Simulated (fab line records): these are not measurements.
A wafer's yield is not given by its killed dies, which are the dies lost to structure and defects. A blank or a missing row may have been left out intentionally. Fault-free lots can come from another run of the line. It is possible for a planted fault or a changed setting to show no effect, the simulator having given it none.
Which tool did it? ; flow nand_harc ; 36 wafers from 12 lots sampled at 6 of the route's 1302 steps

WHAT EACH GAUGE READ, for each wafer
NHARC_P_START_INSPECT_01.
lot;measured;on;raw_defect_count
L663;day 1 20:02;defect_inspect-01;3 1 4
L667;day 3 12:02;defect_inspect-02;3 4 6
L668;day 3 22:02;defect_inspect-02;3 3 3
L670;day 4 18:02;defect_inspect-02;4 2 5
L676;day 7 06:02;defect_inspect-02;1 2 5
L677;day 7 16:03;defect_inspect-02;2 4 3
L678;day 8 02:02;defect_inspect-01;4 6 3
L679;day 8 12:02;defect_inspect-01;4 3 5
L680;day 8 22:02;defect_inspect-02;3 4 4
L683;day 10 04:02;defect_inspect-02;3 2 3
L685;day 11 00:02;defect_inspect-01;5 11 6
L686;day 11 10:02;defect_inspect-02;7 6 4

NHARC_P_ZERO_WELL_CD_MEAS_11: target cd 500 nm.
lot;measured;on;cd_nm (nm)
L663;day 1 21:14;cd_sem-02;499.0 498.7 502.2
L667;day 3 13:15;cd_sem-01;497.6 497.6 498.4
L668;day 3 23:15;cd_sem-02;499.5 500.7 497.8
L670;day 4 19:08;cd_sem-02;500.7 498.0 494.6
L676;day 7 07:07;cd_sem-02;496.9 497.0 499.7
L677;day 7 17:19;cd_sem-01;502.7 502.7 503.4
L678;day 8 03:19;cd_sem-02;500.3 499.8 499.7
L679;day 8 13:07;cd_sem-01;498.2 501.6 500.2
L680;day 8 23:08;cd_sem-03;499.3 504.8 498.4
L683;day 10 05:15;cd_sem-02;499.6 500.2 497.9
L685;day 11 01:07;cd_sem-03;496.9 491.6 498.8
L686;day 11 11:22;cd_sem-03;504.4 499.1 500.2

NHARC_P_ZERO_WELL_CD_MEAS_24: target cd 720 nm.
lot;measured;on;cd_nm (nm)
L663;day 1 22:38;cd_sem-02;723.9 718.9 723.3
L667;day 3 14:35;cd_sem-01;721.1 721.6 718.9
L668;day 4 00:47;cd_sem-02;725.0 727.1 727.7
L670;day 4 22:05;cd_sem-02;725.9 725.6 725.1
L676;day 7 08:30;cd_sem-02;719.0 722.7 722.5
L677;day 7 18:44;cd_sem-02;722.5 722.5 722.3
L678;day 8 04:41;cd_sem-02;720.8 720.2 719.1
L679;day 8 14:30;cd_sem-02;724.1 720.1 724.2
L680;day 9 00:29;cd_sem-03;720.2 724.1 718.8
L683;day 10 09:57;cd_sem-03;723.8 722.6 723.0
L685;day 11 02:28;cd_sem-01;718.7 720.6 722.6
L686;day 11 12:41;cd_sem-01;723.8 717.0 719.7

NHARC_END_SORT_01.
lot;measured;on;killed_at_array;killed_at_other;killed_at_periphery;killed_dies;killed_open;killed_short
L676;day 30 01:19;prober-01;58 67 59;0 0 0;2 2 3;60 69 62;1 4 5;4 3 0

WHAT TOOL EACH LOT RAN ON (gives the tool, then ch and the chambers of the sampled wafers, and finally the start)
lot;NHARC_P_ZERO_WELL_ETCH_63;NHARC_P_ZERO_WELL_PEB_22
L663;rie_si-03 ch 1,2,3, day 1 21:43;litho_track-02 ch 0, day 1 22:32
L667;rie_si-05 ch 0,1,3, day 3 13:40;litho_track-02 ch 0, day 3 14:30
L668;rie_si-05 ch 0,1,3, day 3 23:53;litho_track-02 ch 0, day 4 00:42
L670;rie_si-03 ch 1,2,3, day 4 21:08;litho_track-02 ch 0, day 4 21:59
L676;rie_si-05 ch 1,2,3, day 7 07:32;litho_track-02 ch 0, day 7 08:25
L677;rie_si-04 ch 0,2,3, day 7 17:44;litho_track-02 ch 0, day 7 18:38
L678;rie_si-05 ch 0,1,2, day 8 03:46;litho_track-05 ch 0, day 8 04:36
L679;rie_si-03 ch 0,1,3, day 8 13:41;litho_track-05 ch 0, day 8 14:25
L680;rie_si-05 ch 0,1,3, day 8 23:34;litho_track-05 ch 0, day 9 00:23
L683;rie_si-04 ch 1,2,3, day 10 09:11;litho_track-02 ch 0, day 10 09:51
L685;rie_si-05 ch 0,1,2, day 11 01:34;litho_track-02 ch 0, day 11 02:22
L686;rie_si-03 ch 0,2,3, day 11 11:47;litho_track-05 ch 0, day 11 12:36
- NHARC_P_ZERO_WELL_ETCH_63: etches the open film in HBr/Cl2, target depth 120 nm, time 40.1 s.
- NHARC_P_ZERO_WELL_PEB_22: peb time 85 s.

AS READ BY THE TOOLS THEMSELVES (means over the sampled wafers that have a number; for cases with no such wafer, the mark the record gives instead)
NHARC_P_ZERO_WELL_ETCH_63.
lot;tool;drypump_motor_current_A (A);mfc_cl2_sccm (sccm);oes_product_au (a.u.);throttle_valve_pct (%)
L663;rie_si-03;5.8;50.01;0.997;26.401
L667;rie_si-05;5.0;50.01;0.987;26.399
L668;rie_si-05;5.1;49.84;0.989;26.414
L670;rie_si-03;5.8;50.05;1.002;26.401
L676;rie_si-05;5.2;50.00;1.006;26.410
L677;rie_si-04;5.8;50.14;0.997;26.415
L678;rie_si-05;5.4;50.08;1.005;26.411
L679;rie_si-03;5.8;50.05;0.997;26.402
L680;rie_si-05;5.0;50.11;1.004;26.400
L683;rie_si-04;5.7;50.10;0.989;26.411
L685;rie_si-05;5.4;50.16;1.006;26.407
L686;rie_si-03;5.7;49.93;0.996;26.414

NHARC_P_ZERO_WELL_PEB_22.
lot;tool;heater_power_total_W (W);plate_temp_C (C)
L663;litho_track-02;163.91;118.02
L667;litho_track-02;164.20;118.14
L668;litho_track-02;172.13;122.41
L670;litho_track-02;172.29;122.67
L676;litho_track-02;163.89;118.19
L677;litho_track-02;164.23;118.20
L678;litho_track-05;164.23;117.83
L679;litho_track-05;163.96;118.04
L680;litho_track-05;163.90;118.02
L683;litho_track-02;164.01;117.85
L685;litho_track-02;163.76;117.95
L686;litho_track-05;163.99;117.68

THE ANSWER, worked out from the rows above alone
Rule: usual is defined by the lots themselves. The widest of any qualifying gaps counts: lots, ordered by their means at a reading, are off when they make up no more than a third of the lots, leave a main group of 4 or more, and stand apart from it by 3 or more times the standard deviation of that group's means. Not used: any main group whose means are identical at the precision the tables above print for the reading. A lot without any number at a reading at which 4 lots or more have one is off too. Any other lot the step has rows for is counted as sound. After the gauges, taken in route order, come the tools' own readings; for these a lot's mean is taken, as printed above. At the first step where some lot is off, the reading lying furthest off is the one used; lots without a number count as furthest.
Off at NHARC_P_ZERO_WELL_PEB_22 (heater_power_total_W): L668, L670. For the main group the mean is 164.01 W and the standard deviation 0.15.
If a tool, at that step or one of the process steps before it, ran each lot that is off and ran no sound lot following the first of them, it fits. None of those tried fits.

WHAT THE SIMULATOR PUT IN
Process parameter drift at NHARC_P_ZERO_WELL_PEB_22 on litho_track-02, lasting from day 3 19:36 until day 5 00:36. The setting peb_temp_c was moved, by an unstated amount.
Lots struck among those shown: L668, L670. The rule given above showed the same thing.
